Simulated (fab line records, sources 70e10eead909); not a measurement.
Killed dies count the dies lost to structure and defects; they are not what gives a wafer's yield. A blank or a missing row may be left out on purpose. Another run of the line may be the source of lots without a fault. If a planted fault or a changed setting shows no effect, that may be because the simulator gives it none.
Matching of chambers	flow nand_harc	rie_diel-07 running NHARC_A_BONDPAD_ETCH_34: 4 sister chambers
The step etches the open film in N2/H2, target depth 60 nm, overetch 18 nm, time 65.91 s. 18 wafers are shown with their chamber, then 9 later ones without.

== EACH WAFER AND ITS CHAMBER ==
wafer	chamber	drypump_motor_current_A (A)	rf_vpp_V (V)	oes_product_au (a.u.)
L862.1	0	5.88	431.1	0.991
L862.2	2	6.01	433.7	1.003
L862.3	3	5.40	428.2	1.003
L864.1	1	5.55	432.3	0.989
L864.3	2	5.97	433.4	0.996
L864.6	3	5.43	428.4	0.971
L867.2	2	6.01	434.1	0.999
L867.4	3	5.42	429.8	0.978
L867.6	2	6.00	433.0	0.997
L866.2	3	5.41	428.3	0.991
L866.3	0	5.88	432.7	1.019
L866.6	0	5.88	432.0	1.016
L869.1	0	5.86	431.5	1.010
L869.4	3	5.41	429.1	0.983
L869.5	0	5.87	433.0	1.010
L871.1	1	5.51	428.8	0.987
L871.3	2	5.98	433.3	1.006
L871.6	0	5.86	432.1	1.002

SIGNATURES, as means of the wafers listed above
reading	chamber 0	chamber 1	chamber 2	chamber 3	scatter within a chamber
drypump_motor_current_A	5.8717	5.5300	5.9940	5.4140	0.0149
rf_vpp_V	432.067	430.550	433.500	428.760	0.895
oes_product_au	1.00800	0.98800	1.00020	0.98520	0.00926
Rule: distance of a wafer from a chamber = root of the sum over the readings of ((wafer's reading minus chamber's mean) / reading's scatter) squared. The wafer belongs to the nearest chamber; if the next one is less than 2 further off, it can't be placed. The scatter: take each reading less its chamber's mean, square it, sum over the shown wafers, divide by the number of wafers less the number of chambers, and take the root.

== WAFERS MISSING THEIR CHAMBER ==
wafer	drypump_motor_current_A (A)	rf_vpp_V (V)	oes_product_au (a.u.)
L870.1	5.43	428.3	0.972
L870.4	6.01	433.8	1.007
L870.5	5.44	430.3	0.969
L874.1	5.87	430.8	1.015
L874.2	5.99	434.5	0.995
L874.3	5.48	428.1	0.971
L873.1	5.51	430.9	0.978
L873.3	6.03	433.1	0.999
L873.4	5.88	432.7	0.999

== EACH ONE'S CHAMBER ==
wafer	from the rows above	in truth
L870.1	3	3
L870.4	2	2
L870.5	3	3
L874.1	0	0
L874.2	2	2
L874.3	can't be placed: 1 or 3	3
L873.1	1	1
L873.3	2	2
L873.4	0	0
Correct placement for 8 of the 9. Unplaceable from these rows: 1, with the true chamber sitting among the candidates in 1. 0 placed wrongly.
